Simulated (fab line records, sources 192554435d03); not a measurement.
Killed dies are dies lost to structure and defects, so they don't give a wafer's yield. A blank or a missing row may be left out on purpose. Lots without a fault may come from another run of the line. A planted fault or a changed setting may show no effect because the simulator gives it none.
Tool commonality check | flow n5_finfet | 10 lots, 30 wafers sampled

WHY IT WAS OPENED
At N5_BEOL_M8_INSPECT_30 the reading raw_defect_count is flagged on 2 of 10 lots. Wafers without a fault read 402, standard deviation 93.
Rule: a lot is flagged when every wafer of it that has a number lies more than 4 standard deviations from that mean, or none has a number. The other lots count as sound.

lot  | measured     | on                | raw_defect_count, wafer by wafer | flag
L350 | day 10 14:52 | defect_inspect-02 | 409 235 271                      |
L352 | day 11 08:10 | defect_inspect-01 | 1326 1253 1312                   | FLAGGED
L355 | day 12 03:08 | defect_inspect-02 | 1355 1442 1315                   | FLAGGED
L359 | day 12 18:24 | defect_inspect-02 | 392 365 409                      |
L357 | day 13 00:20 | defect_inspect-02 | 441 387 487                      |
L362 | day 14 16:19 | defect_inspect-02 | 443 406 481                      |
L363 | day 14 16:45 | defect_inspect-02 | 393 364 358                      |
L367 | day 14 17:52 | defect_inspect-01 | 425 336 385                      |
L365 | day 15 01:44 | defect_inspect-02 | 675 646 367                      |
L366 | day 15 19:43 | defect_inspect-02 | 492 559 569                      |
The numbers of the flagged lots are 1334 on average: +932 against the usual, or +10 standard deviations.

WHICH TOOL RAN EACH LOT
The record holds 2 process steps before the reading, out of a route of 1938 steps. In each cell: the tool, then ch and the chambers that the sampled wafers went through, then the start.
lot  | flag    | N5_BEOL_M8_ETCH_62                 | N5_BEOL_M8_STRIP_67
L350 |         | rie_diel-03 ch 0,1,3, day 10 11:19 | rie_diel-03 ch 0,1,3, day 10 11:28
L352 | FLAGGED | rie_diel-03 ch 1,2,3, day 11 06:44 | rie_diel-03 ch 1,2,3, day 11 06:53
L355 | FLAGGED | rie_diel-03 ch 1,3, day 12 01:28   | rie_diel-03 ch 1,3, day 12 01:37
L359 |         | rie_diel-05 ch 0,1,2, day 12 17:38 | rie_diel-05 ch 0,1,2, day 12 17:47
L357 |         | rie_diel-01 ch 0,1,2, day 12 22:52 | rie_diel-01 ch 0,1,2, day 12 23:01
L362 |         | rie_diel-05 ch 1,2,3, day 14 15:22 | rie_diel-05 ch 1,2,3, day 14 15:31
L363 |         | rie_diel-03 ch 0, day 14 15:19     | rie_diel-03 ch 0, day 14 15:32
L367 |         | rie_diel-03 ch 0,1, day 14 16:56   | rie_diel-03 ch 0,1, day 14 17:09
L365 |         | rie_diel-03 ch 0,2, day 14 22:19   | rie_diel-03 ch 0,2, day 14 22:28
L366 |         | rie_diel-01 ch 0,1, day 15 18:01   | rie_diel-01 ch 0,1, day 15 18:10
What these steps do:
- N5_BEOL_M8_ETCH_62: etches SOC in N2/H2, target depth 110 nm, overetch 22 nm, time 165 s.
- N5_BEOL_M8_STRIP_67: strips in CF4.
- N5_BEOL_M8_INSPECT_30: inspects for defects (brightfield).

FLAGGED OVER TOTAL, TOOL BY TOOL (the gauges that took the reading come last)
step                  | tool              | lots run | flagged | share of the flagged lots | sound lots run after its first flagged lot
N5_BEOL_M8_ETCH_62    | rie_diel-01       | 2        | 0       | none                      | -
N5_BEOL_M8_ETCH_62    | rie_diel-03       | 6        | 2       | all                       | 3 (L363,L367,L365)
N5_BEOL_M8_ETCH_62    | rie_diel-05       | 2        | 0       | none                      | -
N5_BEOL_M8_STRIP_67   | rie_diel-01       | 2        | 0       | none                      | -
N5_BEOL_M8_STRIP_67   | rie_diel-03       | 6        | 2       | all                       | 3 (L363,L367,L365)
N5_BEOL_M8_STRIP_67   | rie_diel-05       | 2        | 0       | none                      | -
N5_BEOL_M8_INSPECT_30 | defect_inspect-01 | 2        | 1       | some                      | 1 (L367)
N5_BEOL_M8_INSPECT_30 | defect_inspect-02 | 8        | 1       | some                      | 6 (L359,L357,L362,L363,L365,L366)

WHAT THE TABLE ALLOWS
2 rows of the table ran every flagged lot: rie_diel-03 at N5_BEOL_M8_ETCH_62, rie_diel-03 at N5_BEOL_M8_STRIP_67.
- rie_diel-03 at N5_BEOL_M8_ETCH_62: 2 of its 6 lots flagged. Sound lots ran on it after the first flagged one (L363, L367, L365), which a lasting fault on the whole tool wouldn't allow.
- rie_diel-03 at N5_BEOL_M8_STRIP_67: 2 of its 6 lots flagged. Sound lots ran on it after the first flagged one (L363, L367, L365), which a lasting fault on the whole tool wouldn't allow.
No row of the table ran every flagged lot and no sound lot after the first.

WHAT THE SIMULATOR HAD PUT IN
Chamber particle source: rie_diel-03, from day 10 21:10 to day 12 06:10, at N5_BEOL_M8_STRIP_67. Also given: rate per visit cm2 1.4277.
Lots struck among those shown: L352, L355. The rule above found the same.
